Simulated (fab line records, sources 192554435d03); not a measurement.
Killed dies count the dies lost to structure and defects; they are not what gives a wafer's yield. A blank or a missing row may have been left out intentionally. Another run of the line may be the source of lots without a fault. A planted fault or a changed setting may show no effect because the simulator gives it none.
What tool caused it? + flow n5 finfet + 24 lots with 72 wafers sampled at 5 steps, on a route of 1938 steps

WHAT EACH GAUGE READ, for each wafer
N5_BEOL_M8_CD_MEAS_18: pitch 80 nm, target cd 40 nm. Usual: 40.0 nm for cd nm, sd 0.52.
| lot  | measured     | on        | cd nm (nm)     | flag |
|------|--------------|-----------|----------------|------|
| L074 | day 10 21:12 | cd sem-03 | 40.0 40.3 39.8 |      |
| L076 | day 10 22:44 | cd sem-01 | 40.1 39.6 40.1 |      |
| L075 | day 11 01:24 | cd sem-02 | 40.1 40.7 39.9 |      |
| L079 | day 11 04:08 | cd sem-02 | 40.3 40.2 40.1 |      |
| L081 | day 11 08:44 | cd sem-02 | 38.9 40.0 39.7 |      |
| L077 | day 11 11:16 | cd sem-03 | 39.5 39.4 40.6 |      |
| L082 | day 11 11:27 | cd sem-01 | 40.3 39.6 39.8 |      |
| L080 | day 11 19:23 | cd sem-01 | 40.4 40.1 39.4 |      |
| L078 | day 12 16:11 | cd sem-02 | 40.1 39.9 40.1 |      |
| L083 | day 12 20:01 | cd sem-03 | 39.9 40.4 39.9 |      |
| L084 | day 12 21:10 | cd sem-02 | 39.9 40.2 40.1 |      |
| L085 | day 12 22:22 | cd sem-01 | 39.5 40.7 38.7 |      |
| L086 | day 13 02:05 | cd sem-03 | 39.9 40.1 39.9 |      |
| L087 | day 14 02:28 | cd sem-02 | 40.0 40.2 40.1 |      |
| L089 | day 14 02:01 | cd sem-02 | 39.8 39.8 40.3 |      |
| L088 | day 14 02:49 | cd sem-02 | 40.6 40.0 41.1 |      |
| L090 | day 14 05:32 | cd sem-01 | 40.0 39.3 39.0 |      |
| L091 | day 14 17:28 | cd sem-03 | 40.3 39.5 39.7 |      |
| L092 | day 14 20:51 | cd sem-03 | 40.5 40.6 39.9 |      |
| L093 | day 15 01:29 | cd sem-01 | 41.2 40.1 40.1 |      |
| L094 | day 15 04:32 | cd sem-03 | 40.2 39.5 40.7 |      |
| L095 | day 15 08:41 | cd sem-02 | 40.6 40.1 40.3 |      |
| L097 | day 15 23:58 | cd sem-01 | 40.1 40.7 39.9 |      |
| L096 | day 16 00:40 | cd sem-03 | 39.8 39.6 38.9 |      |

N5_BEOL_M8_OVL_MEAS_29. Usual: for V7_OVL the level is 0.2 nm and the standard deviation is 0.8.
| lot  | measured     | on         | V7_OVL (nm)    | flag |
|------|--------------|------------|----------------|------|
| L074 | day 10 22:32 | overlay-01 | 0.1 0.0 -0.3   |      |
| L076 | day 10 23:07 | overlay-02 | 1.9 0.8 1.3    |      |
| L075 | day 11 01:49 | overlay-01 | 0.1 0.5 0.4    |      |
| L079 | day 11 04:36 | overlay-02 | 0.9 1.0 0.9    |      |
| L081 | day 11 09:34 | overlay-01 | 0.3 -0.7 0.5   |      |
| L077 | day 11 12:26 | overlay-02 | -2.0 -1.5 -0.6 |      |
| L082 | day 11 12:16 | overlay-01 | 0.3 -1.0 -0.1  |      |
| L080 | day 11 19:56 | overlay-02 | 0.1 0.5 0.4    |      |
| L078 | day 12 17:43 | overlay-02 | 0.8 -0.3 0.4   |      |
| L083 | day 12 20:34 | overlay-01 | 0.5 -0.2 0.8   |      |
| L084 | day 13 00:34 | overlay-01 | 0.8 1.3 1.3    |      |
| L085 | day 13 00:36 | overlay-01 | 0.5 -0.1 0.9   |      |
| L086 | day 13 03:12 | overlay-02 | -0.6 -0.4 -0.4 |      |
| L087 | day 14 03:31 | overlay-01 | -0.2 0.6 -0.5  |      |
| L089 | day 14 03:17 | overlay-02 | 0.6 0.4 0.9    |      |
| L088 | day 14 03:28 | overlay-02 | 1.8 1.2 0.6    |      |
| L090 | day 14 06:01 | overlay-01 | -0.5 0.3 0.4   |      |
| L091 | day 14 19:11 | overlay-02 | -1.1 0.4 -0.3  |      |
| L092 | day 14 23:12 | overlay-01 | -2.2 -1.3 -0.6 |      |
| L093 | day 15 02:47 | overlay-01 | 0.1 -1.8 0.3   |      |
| L094 | day 15 06:07 | overlay-02 | -0.1 -0.1 -0.8 |      |
| L095 | day 15 11:01 | overlay-01 | 0.6 -0.4 0.3   |      |
| L097 | day 16 02:22 | overlay-01 | 0.5 1.0 1.6    |      |
| L096 | day 16 02:10 | overlay-02 | 0.7 0.0 -0.1   |      |

TOOL THAT RAN EACH LOT (tool first, then ch and the chambers of the sampled wafers, then the start)
| lot  | N5_BEOL_M6_CMP_52             | N5_BEOL_M7_DESCUM_33               | N5_BEOL_M7_PRE_CLEAN_45      |
|------|-------------------------------|------------------------------------|------------------------------|
| L074 | cmp-01 ch 0,1,3, day 10 08:26 | rie diel-04 ch 1,2, day 10 13:13   | pvd sputter-03, day 10 14:30 |
| L076 | cmp-02 ch 1,2,3, day 10 11:08 | rie diel-04 ch 0,2, day 10 15:46   | pvd sputter-01, day 10 16:56 |
| L075 | cmp-04 ch 2,3, day 10 12:09   | rie diel-04 ch 0,1,2, day 10 16:26 | pvd sputter-02, day 10 19:50 |
| L079 | cmp-01 ch 2,3, day 10 15:15   | rie diel-04 ch 0,1,3, day 10 19:31 | pvd sputter-02, day 10 20:32 |
| L081 | cmp-04 ch 0,3, day 10 20:25   | rie diel-02 ch 0,3, day 11 01:02   | pvd sputter-03, day 11 04:22 |
| L077 | cmp-01 ch 2,3, day 10 22:02   | rie diel-05 ch 0,2,3, day 11 01:26 | pvd sputter-03, day 11 04:27 |
| L082 | cmp-04 ch 2,3, day 11 00:32   | rie diel-04 ch 0,1,3, day 11 04:17 | pvd sputter-03, day 11 05:16 |
| L080 | cmp-02 ch 0,2, day 11 04:36   | rie diel-05 ch 0,2,3, day 11 10:04 | pvd sputter-02, day 11 12:59 |
| L078 | cmp-02 ch 0,2, day 12 04:40   | rie diel-04 ch 0,1, day 12 10:18   | pvd sputter-03, day 12 11:37 |
| L083 | cmp-04 ch 1,2, day 12 06:53   | rie diel-04 ch 0,2,3, day 12 14:07 | pvd sputter-02, day 12 15:27 |
| L084 | cmp-02 ch 0,3, day 12 07:23   | rie diel-05 ch 0,1,2, day 12 14:25 | pvd sputter-02, day 12 15:37 |
| L085 | cmp-02 ch 2,3, day 12 10:31   | rie diel-02 ch 0,2, day 12 14:31   | pvd sputter-01, day 12 15:46 |
| L086 | cmp-02 ch 1,2, day 12 13:20   | rie diel-02 ch 1,2, day 12 17:44   | pvd sputter-01, day 12 18:56 |
| L087 | cmp-04 ch 0,2, day 13 13:23   | rie diel-05 ch 0,3, day 13 20:34   | pvd sputter-03, day 13 21:58 |
| L089 | cmp-01 ch 0,2, day 13 13:31   | rie diel-04 ch 0,1,2, day 13 20:06 | pvd sputter-03, day 13 21:38 |
| L088 | cmp-04 ch 1,2,3, day 13 14:12 | rie diel-02 ch 0,2,3, day 13 20:38 | pvd sputter-03, day 13 22:05 |
| L090 | cmp-02 ch 1,2,3, day 13 17:07 | rie diel-05 ch 2,3, day 13 22:12   | pvd sputter-03, day 13 23:33 |
| L091 | cmp-04 ch 2,3, day 14 06:02   | rie diel-02 ch 1,2,3, day 14 10:26 | pvd sputter-01, day 14 11:43 |
| L092 | cmp-02 ch 0,2,3, day 14 08:53 | rie diel-04 ch 1,3, day 14 14:16   | pvd sputter-01, day 14 15:50 |
| L093 | cmp-02 ch 0,2, day 14 14:28   | rie diel-02 ch 0,2, day 14 19:31   | pvd sputter-01, day 14 20:37 |
| L094 | cmp-04 ch 0,1,2, day 14 15:14 | rie diel-02 ch 1,2,3, day 14 20:55 | pvd sputter-02, day 14 22:57 |
| L095 | cmp-02 ch 0,2,3, day 14 16:15 | rie diel-04 ch 2,3, day 14 23:40   | pvd sputter-03, day 15 00:56 |
| L097 | cmp-04 ch 2,3, day 15 08:34   | rie diel-04 ch 0,1, day 15 14:34   | pvd sputter-02, day 15 17:16 |
| L096 | cmp-02 ch 0,1,3, day 15 09:16 | rie diel-05 ch 2,3, day 15 14:36   | pvd sputter-02, day 15 17:20 |
- N5_BEOL_M6_CMP_52: polishes, stops on SiCOH lowk, t overpolish 6.9 s, target thk 80 nm.
- N5_BEOL_M7_DESCUM_33: chemistry O2, time 7 s.
- N5_BEOL_M7_PRE_CLEAN_45: time 30 s.

WHAT THE TOOLS THEMSELVES READ (means of the sampled wafers that have a number; where no wafer has one, the mark that the record gives instead)
N5_BEOL_M6_CMP_52. Usual: barrier field endpoint s 28.9 s, standard deviation 0.71; motor current A 5.9 A, standard deviation 0.55; overpolish run s 6.900 s, standard deviation 0.0086; slurry flow ml min 150.0, standard deviation 0.45; time to endpoint s 62.1 s, standard deviation 2.9.
| lot  | tool   | barrier field endpoint s (s) | motor current A (A) | overpolish run s (s) | slurry flow ml min | time to endpoint s (s) | flag |
|------|--------|------------------------------|---------------------|----------------------|--------------------|------------------------|------|
| L074 | cmp-01 | 28.4                         | 6.1                 | 6.908                | 150.1              | 58.1                   |      |
| L076 | cmp-02 | 28.6                         | 6.0                 | 6.902                | 149.8              | 61.2                   |      |
| L075 | cmp-04 | 30.2                         | 6.4                 | 6.910                | 150.3              | 67.0                   |      |
| L079 | cmp-01 | 27.7                         | 5.6                 | 6.906                | 149.6              | 59.0                   |      |
| L081 | cmp-04 | 29.1                         | 6.4                 | 6.902                | 150.0              | 64.0                   |      |
| L077 | cmp-01 | 29.4                         | 5.5                 | 6.897                | 149.9              | 63.1                   |      |
| L082 | cmp-04 | 29.5                         | 6.1                 | 6.891                | 150.2              | 63.4                   |      |
| L080 | cmp-02 | 28.4                         | 6.2                 | 6.903                | 150.6              | 60.0                   |      |
| L078 | cmp-02 | 29.1                         | 6.2                 | 6.905                | 149.8              | 62.4                   |      |
| L083 | cmp-04 | 29.1                         | 5.6                 | 6.888                | 150.3              | 59.1                   |      |
| L084 | cmp-02 | 28.8                         | 6.0                 | 6.898                | 149.6              | 61.9                   |      |
| L085 | cmp-02 | 29.1                         | 6.2                 | 6.900                | 149.6              | 64.5                   |      |
| L086 | cmp-02 | 28.7                         | 6.2                 | 6.900                | 149.9              | 61.0                   |      |
| L087 | cmp-04 | 29.2                         | 5.2                 | 6.910                | 150.3              | 65.0                   |      |
| L089 | cmp-01 | 28.8                         | 5.9                 | 6.893                | 150.2              | 61.2                   |      |
| L088 | cmp-04 | 29.0                         | 6.0                 | 6.905                | 150.2              | 67.0                   |      |
| L090 | cmp-02 | 29.2                         | 6.1                 | 6.895                | 150.0              | 64.6                   |      |
| L091 | cmp-04 | 29.3                         | 5.9                 | 6.902                | 150.1              | 64.4                   |      |
| L092 | cmp-02 | 29.1                         | 6.4                 | 6.904                | 149.9              | 61.2                   |      |
| L093 | cmp-02 | 29.1                         | 6.1                 | 6.909                | 150.3              | 61.9                   |      |
| L094 | cmp-04 | 28.5                         | 5.4                 | 6.902                | 149.9              | 62.9                   |      |
| L095 | cmp-02 | 28.9                         | 6.3                 | 6.905                | 149.9              | 62.7                   |      |
| L097 | cmp-04 | 29.2                         | 6.2                 | 6.899                | 150.2              | 67.1                   |      |
| L096 | cmp-02 | 29.0                         | 6.1                 | 6.897                | 150.0              | 61.2                   |      |

N5_BEOL_M7_DESCUM_33. Usual: drypump motor current A 5.67 A, standard deviation 0.29; oes product au 0.80 a.u., standard deviation 0.1; rf fwd power W 49.36 W, standard deviation 0.26; rf vpp V 243.2 V, standard deviation 1.4; showerhead plenum p Torr 2.09 Torr, standard deviation 0.07; throttle valve pct 20.38 %, standard deviation 0.29.
| lot  | tool        | drypump motor current A (A) | oes product au (a.u.) | rf fwd power W (W) | rf vpp V (V) | showerhead plenum p Torr (Torr) | throttle valve pct (%) | flag |
|------|-------------|-----------------------------|-----------------------|--------------------|--------------|---------------------------------|------------------------|------|
| L074 | rie diel-04 | 5.81                        | 0.88                  | 49.28              | 242.8        | 2.08                            | 20.06                  |      |
| L076 | rie diel-04 | 5.70                        | 0.79                  | 49.58              | 242.9        | 2.07                            | 20.57                  |      |
| L075 | rie diel-04 | 5.78                        | 0.80                  | 49.37              | 243.2        | 2.09                            | 20.36                  |      |
| L079 | rie diel-04 | 5.70                        | 0.72                  | 49.34              | 243.1        | 2.07                            | 20.64                  |      |
| L081 | rie diel-02 | 5.41                        | 0.85                  | 49.57              | 241.9        | 2.02                            | 20.45                  |      |
| L077 | rie diel-05 | 5.85                        | 0.79                  | 49.32              | 243.5        | 2.12                            | 20.28                  |      |
| L082 | rie diel-04 | 5.71                        | 0.71                  | 49.31              | 243.1        | 2.07                            | 20.64                  |      |
| L080 | rie diel-05 | 5.84                        | 0.79                  | 49.41              | 242.9        | 2.12                            | 20.28                  |      |
| L078 | rie diel-04 | 5.84                        | 0.71                  | 49.44              | 243.1        | 2.12                            | 20.46                  |      |
| L083 | rie diel-04 | 5.66                        | 0.77                  | 49.23              | 242.8        | 2.03                            | 20.55                  |      |
| L084 | rie diel-05 | 5.44                        | 0.75                  | 49.46              | 244.2        | 2.09                            | 20.25                  |      |
| L085 | rie diel-02 | 5.52                        | 0.84                  | 49.50              | 243.9        | 2.08                            | 20.20                  |      |
| L086 | rie diel-02 | 5.69                        | 0.91                  | 49.29              | 244.1        | 2.14                            | 20.04                  |      |
| L087 | rie diel-05 | 5.99                        | 0.82                  | 49.42              | 244.6        | 2.16                            | 20.38                  |      |
| L089 | rie diel-04 | 5.78                        | 0.77                  | 49.42              | 244.0        | 2.08                            | 20.40                  |      |
| L088 | rie diel-02 | 5.48                        | 0.82                  | 49.46              | 243.0        | 2.05                            | 20.34                  |      |
| L090 | rie diel-05 | 6.17                        | 0.83                  | 49.22              | 244.5        | 2.16                            | 20.37                  |      |
| L091 | rie diel-02 | 5.66                        | 0.89                  | 49.48              | 243.3        | 2.10                            | 20.20                  |      |
| L092 | rie diel-04 | 5.77                        | 0.80                  | 48.96              | 244.6        | 2.17                            | 20.37                  |      |
| L093 | rie diel-02 | 5.54                        | 0.81                  | 49.44              | 243.0        | 2.07                            | 20.24                  |      |
| L094 | rie diel-02 | 5.68                        | 0.87                  | 49.10              | 243.2        | 2.10                            | 20.20                  |      |
| L095 | rie diel-04 | 5.59                        | 0.94                  | 48.92              | 245.0        | 2.17                            | 20.38                  |      |
| L097 | rie diel-04 | 5.86                        | 0.69                  | 49.32              | 243.6        | 2.11                            | 20.51                  |      |
| L096 | rie diel-05 | 6.04                        | 0.75                  | 49.43              | 244.4        | 2.12                            | 20.32                  |      |

N5_BEOL_M7_PRE_CLEAN_45. Usual: 336 W for heater power w, sd 33.
| lot  | tool           | heater power w (W) | flag |
|------|----------------|--------------------|------|
| L074 | pvd sputter-03 | 344                |      |
| L076 | pvd sputter-01 | 297                |      |
| L075 | pvd sputter-02 | 324                |      |
| L079 | pvd sputter-02 | 333                |      |
| L081 | pvd sputter-03 | 364                |      |
| L077 | pvd sputter-03 | 352                |      |
| L082 | pvd sputter-03 | 343                |      |
| L080 | pvd sputter-02 | 322                |      |
| L078 | pvd sputter-03 | 336                |      |
| L083 | pvd sputter-02 | 318                |      |
| L084 | pvd sputter-02 | 332                |      |
| L085 | pvd sputter-01 | 342                |      |
| L086 | pvd sputter-01 | 303                |      |
| L087 | pvd sputter-03 | 357                |      |
| L089 | pvd sputter-03 | 331                |      |
| L088 | pvd sputter-03 | 356                |      |
| L090 | pvd sputter-03 | 345                |      |
| L091 | pvd sputter-01 | 349                |      |
| L092 | pvd sputter-01 | 302                |      |
| L093 | pvd sputter-01 | 294                |      |
| L094 | pvd sputter-02 | 321                |      |
| L095 | pvd sputter-03 | 351                |      |
| L097 | pvd sputter-02 | 316                |      |
| L096 | pvd sputter-02 | 339                |      |

THE ANSWER, worked out from the rows above alone
Rule: lot off if the mean of its wafers having a number is beyond 3 standard deviations from the usual mean. A lot without any number at a reading at which 4 lots or more have one is off too. Where the step has rows for the other lots, those lots are counted as sound. After the gauges, taken in route order, come the tools' own readings; for these a lot's mean is taken, as printed above. At the first step where some lot is off, the reading lying furthest off is the one used; lots without a number count as furthest.
No lot is off at any reading shown: from this, nothing can be told.

WHAT THE SIMULATOR HAD INSERTED
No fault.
